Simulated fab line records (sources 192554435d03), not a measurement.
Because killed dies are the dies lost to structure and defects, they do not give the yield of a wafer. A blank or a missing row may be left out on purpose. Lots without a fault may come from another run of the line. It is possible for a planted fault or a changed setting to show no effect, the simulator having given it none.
Split-lot study + flow n5 finfet + on a route of 1938 steps: 7 lots, 21 wafers read

== THE SPLIT ==
At N5_BEOL_M14_TRENCH_ETCH_34 (etches SiO2 in C4F8/O2/Ar, target depth 556.65 nm, time 126.9 s), the setting time s was moved away from the recipe's 126.9 s on 11 of the 21 wafers read, by -20.6% to +11.2%. For the rest of the wafers, this setting stayed at what the recipe calls for.

== FROM THE SPLIT TO THE READING: what the file shows between them, 10 steps ==
- N5_BEOL_M14_STRIP_70: strips in C4F8/O2/Ar
- N5_BEOL_M14_OCD_MEAS_35
- N5_BEOL_M14_STRIP_37: strips in O2
- N5_BEOL_M14_ETCH_38: etches SiCN in CF4/N2, target depth 106.5 nm, time 120.6 s
- N5_BEOL_M14_ECD_47: material Cu, target thk 1248 nm
- N5_BEOL_M14_ANNEAL_48: time 90 s
- N5_BEOL_M14_CMP_49: polishes, stops on SiO2, t overpolish 5.2 s, target thk 560 nm
- N5_BEOL_M14_THK_MEAS_50: measures by xrf
- N5_BEOL_M14_PRE_CLEAN_52: time 15 s
- N5_BEOL_M14_DEP_53: deposits SiCN from 3MS/NH3, target thk 50 nm, time 17.8 s

== THE READING ==
M14_RS, in ohm/sq, at N5_BEOL_M14_RS_MEAS_54 (measures by four-point-probe). Fault-free wafers of this fab line usually give 0.0329 ohm/sq, standard deviation 0.0008 ohm/sq.

| wafer  | tool, chamber at the split | time s as run, s | against the recipe | M14_RS, ohm/sq | against lot-mates on the recipe |
|--------|----------------------------|------------------|--------------------|----------------|---------------------------------|
| L075.1 | rie diel-05, 3             | 140.5            | +10.7%             | 0.0289         | no lot-mate on the recipe       |
| L075.3 | rie diel-05, 0             | 140.5            | +10.7%             | 0.0311         | no lot-mate on the recipe       |
| L075.6 | rie diel-05, 2             | 140.5            | +10.7%             | 0.0291         | no lot-mate on the recipe       |
| L080.2 | rie diel-04, 2             | 126.9            | recipe             | 0.0323         | -                               |
| L080.3 | rie diel-04, 3             | 126.9            | recipe             | 0.0320         | -                               |
| L080.5 | rie diel-04, 2             | 141.1            | +11.2%             | 0.0290         | -0.0031                         |
| L084.1 | rie diel-06, 2             | 110.8            | -12.7%             | 0.0370         | +0.0040                         |
| L084.5 | rie diel-06, 2             | 110.8            | -12.7%             | 0.0372         | +0.0042                         |
| L084.6 | rie diel-06, 3             | 126.9            | recipe             | 0.0330         | -                               |
| L085.3 | rie diel-06, 2             | 126.9            | recipe             | 0.0324         | -                               |
| L085.5 | rie diel-06, 1             | 126.9            | recipe             | 0.0338         | -                               |
| L085.6 | rie diel-06, 0             | 126.9            | recipe             | 0.0315         | -                               |
| L089.2 | rie diel-04, 3             | 126.9            | recipe             | 0.0322         | -                               |
| L089.5 | rie diel-04, 3             | 100.8            | -20.6%             | 0.0412         | +0.0090                         |
| L089.6 | rie diel-04, 0             | 100.8            | -20.6%             | 0.0425         | +0.0103                         |
| L094.1 | rie diel-04, 0             | 110.6            | -12.8%             | 0.0390         | +0.0066                         |
| L094.2 | rie diel-04, 2             | 126.9            | recipe             | 0.0324         | -                               |
| L094.4 | rie diel-04, 1             | 110.6            | -12.8%             | 0.0390         | +0.0066                         |
| L096.1 | rie diel-05, 1             | 111.3            | -12.3%             | 0.0378         | +0.0054                         |
| L096.3 | rie diel-05, 3             | 126.9            | recipe             | 0.0324         | -                               |
| L096.6 | rie diel-05, 2             | 126.9            | recipe             | 0.0323         | -                               |

FIT RESULTS
A straight line over all 21 wafers: M14_RS changes by -0.000394 ohm/sq for each +1% of time s; r = -0.97; the points scatter about the line by 0.00096 ohm/sq.
The same after taking each lot's own level away (the mean of its wafers on the recipe; 18 wafers): -0.000426 ohm/sq for each +1%; r = -0.97; scatter 0.00091 ohm/sq.
The reading moves by 0.0088 ohm/sq for the largest change in time s, on that fit.
From 0.03215 to 0.03300 ohm/sq: that is the span of the lots' own levels, equal to 1.1 times the standard deviation above.
So the lot-to-lot level changes the slope little: the two slopes agree.
Check: with one of the wafers moved furthest among these (-20.6%) left out of the fit, the line predicts +0.00893 ohm/sq for it against its lot-mates. It came out at +0.009 ohm/sq against them.

== THE OTHER SPLITS THESE WAFERS WENT THROUGH ==
Note: prior to the reading, these wafers also went through further splits. Each is held against what the fit with the lots' levels taken away leaves over:
| other split on the same wafers | wafers away from the commonest value | r with M14_RS (lot level and that fit taken away) |
|--------------------------------|--------------------------------------|---------------------------------------------------|
| N5_BEOL_M14_EXPOSE_25 dose mj  | 6                                    | -0.30                                             |

== THE WHOLE CHAIN: every reading that the file lists as answering this split, in the file's order ==
| step                       | what it does                                                    | reading                                                                       | change (the file's fit)               | r (the file's) |
|----------------------------|-----------------------------------------------------------------|-------------------------------------------------------------------------------|---------------------------------------|----------------|
| N5_BEOL_M14_TRENCH_ETCH_34 | etches SiO2 in C4F8/O2/Ar, target depth 556.65 nm, time 126.9 s | etch.depth nm (the simulator's own value, which no gauge read)                | +6.08 nm for each +1% of the setting  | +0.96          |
| N5_BEOL_M14_OCD_MEAS_35    |                                                                 | trench depth nm                                                               | +6.09 nm for each +1% of the setting  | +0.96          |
| N5_BEOL_M14_CMP_49         | polishes, stops on SiO2, t overpolish 5.2 s, target thk 560 nm  | Cu_of_BEOL_M14_ECD_47.thk nm (the simulator's own value, which no gauge read) | +6.14 nm for each +1% of the setting  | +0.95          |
| N5_BEOL_M14_THK_MEAS_50    | measures by xrf                                                 | M14_THK                                                                       | +6.13 for each +1% of the setting     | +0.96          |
| N5_BEOL_M14_RS_MEAS_54     | measures by four-point-probe                                    | M14_RS                                                                        | -0.000425 for each +1% of the setting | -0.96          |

== FILE'S OWN FIT ==
M14_RS changes by -0.000425 ohm/sq for each +1% of time s, r = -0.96.
